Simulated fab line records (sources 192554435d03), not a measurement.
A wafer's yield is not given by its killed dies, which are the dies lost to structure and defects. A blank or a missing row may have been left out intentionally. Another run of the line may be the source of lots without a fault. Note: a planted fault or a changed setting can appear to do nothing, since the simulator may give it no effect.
The same fault as seen by 2 desks -- flow n5 finfet -- each desk holds nothing but its own numbers, with what lay behind them at the end

## THE METROLOGY DESK
What the gauges read, lot by lot, whatever tool the lot ran on: means of the sampled wafers that have a number. The brackets show how far a lot's mean lies from the usual mean; more than 4 standard deviations puts the lot out of limits, marked OUT. Of its 13 readings 7 are shown: the one that was out of limits first, and those that lie furthest out on some lot.
Columns: A = trench depth nm at N5_BEOL_M4_OCD_MEAS_38, usual 55.0 nm; B = M4_THK at N5_BEOL_M4_THK_MEAS_53, usual 39.4 nm; C = M4_RS at N5_BEOL_M4_RS_MEAS_58, usual 0.68 ohm/sq; D = DIBL_P at N5_BEOL_M4_RC_MEAS_101, usual 35.3 mV/V; E = ION_P at N5_BEOL_M4_RC_MEAS_101, usual 456 uA/um; F = VT_N at N5_BEOL_M4_RC_MEAS_101, usual 251 mV; G = VT_P at N5_BEOL_M4_RC_MEAS_101, usual -252 mV
lot,first seen here,A,B,C,D,E,F,G
L747,day 10 18:56,54.1,38.3,0.71,38.1,457,250,-253
L751,day 12 01:32,54.6,38.9,0.70,35.8,465,249,-248
L754,day 12 08:46,48.7 (-5.8) OUT,33.8,0.84 (+4.7) OUT,33.9,455,252,-252
L760,day 13 20:59,55.9,41.9,0.63,34.1,453,254,-252
L759,day 13 21:02,49.0 (-5.5) OUT,33.3 (-4.1) OUT,0.84 (+4.7) OUT,36.6,460,248,-249
L763,day 14 19:20,54.7,38.6,0.70,34.5,465,246,-247
L765,day 15 03:47,53.5,38.7,0.70,36.1,461,253,-252
L767,day 15 07:16,54.1,37.1,0.74,35.5,451,250,-256
This desk finds L754, L759 out of limits, L754 being first, at day 12 08:46 (trench depth nm at N5_BEOL_M4_OCD_MEAS_38). L747, L751, L760, L763, L765, L767: within limits.

## AT THE TOOL OWNER'S DESK: rie diel-03
The tool's own readings at N5_BEOL_M4_TRENCH_ETCH_37 (etches SiOC in C4F6/O2, target depth 55.555 nm, time 29.2 s): means of the sampled wafers that have a number, for each lot that ran on this tool. The brackets show how far a lot's mean lies from the usual mean; more than 4 standard deviations puts the lot out of limits, marked OUT. Of its 8 readings 7 are shown: the one that was out of limits first, and those that lie furthest out on some lot.
Columns: A = bias w at N5_BEOL_M4_TRENCH_ETCH_37, usual 185.0 W; B = drypump motor current A at N5_BEOL_M4_TRENCH_ETCH_37, usual 5.9 A; C = oes product au at N5_BEOL_M4_TRENCH_ETCH_37, usual 0.80 a.u.; D = rf fwd power W at N5_BEOL_M4_TRENCH_ETCH_37, usual 349.2 W; E = rf vpp V at N5_BEOL_M4_TRENCH_ETCH_37, usual 669 V; F = showerhead plenum p Torr at N5_BEOL_M4_TRENCH_ETCH_37, usual 2.84 Torr; G = throttle valve pct at N5_BEOL_M4_TRENCH_ETCH_37, usual 20.8 %
lot,first seen here,A,B,C,D,E,F,G
L747,day 10 18:47,185.1,5.8,0.70,349.9,667,2.78,20.7
L751,day 12 01:23,185.1,5.7,0.78,348.1,667,2.85,20.6
L754,day 12 08:37,184.7,5.8,0.80,263.5 (-48) OUT,771 (+9.2) OUT,2.95,20.6
L759,day 13 20:52,184.3,5.2,0.77,263.0 (-48) OUT,770 (+9.2) OUT,2.84,20.5
This desk finds L754, L759 out of limits, L754 being first, at day 12 08:37 (rf fwd power W at N5_BEOL_M4_TRENCH_ETCH_37). L747, L751: within limits.

## PUT TOGETHER
The tool owner's desk could have raised an alarm at day 12 08:37, on L754, L759.
On L754, L759, the metrology desk was in a position to raise an alarm at day 12 08:46.
The lots listed all ran N5_BEOL_M4_TRENCH_ETCH_37 on rie diel-03.

## WHAT THE SIMULATOR HAD PUT IN
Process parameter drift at N5_BEOL_M4_TRENCH_ETCH_37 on rie diel-03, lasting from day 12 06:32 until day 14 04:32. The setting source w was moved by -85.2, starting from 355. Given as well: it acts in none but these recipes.
Struck lots among those shown: L754, L759.
Fault start to first reading out of limits, in hours, per desk: tool owner, 2; metrology, 2.
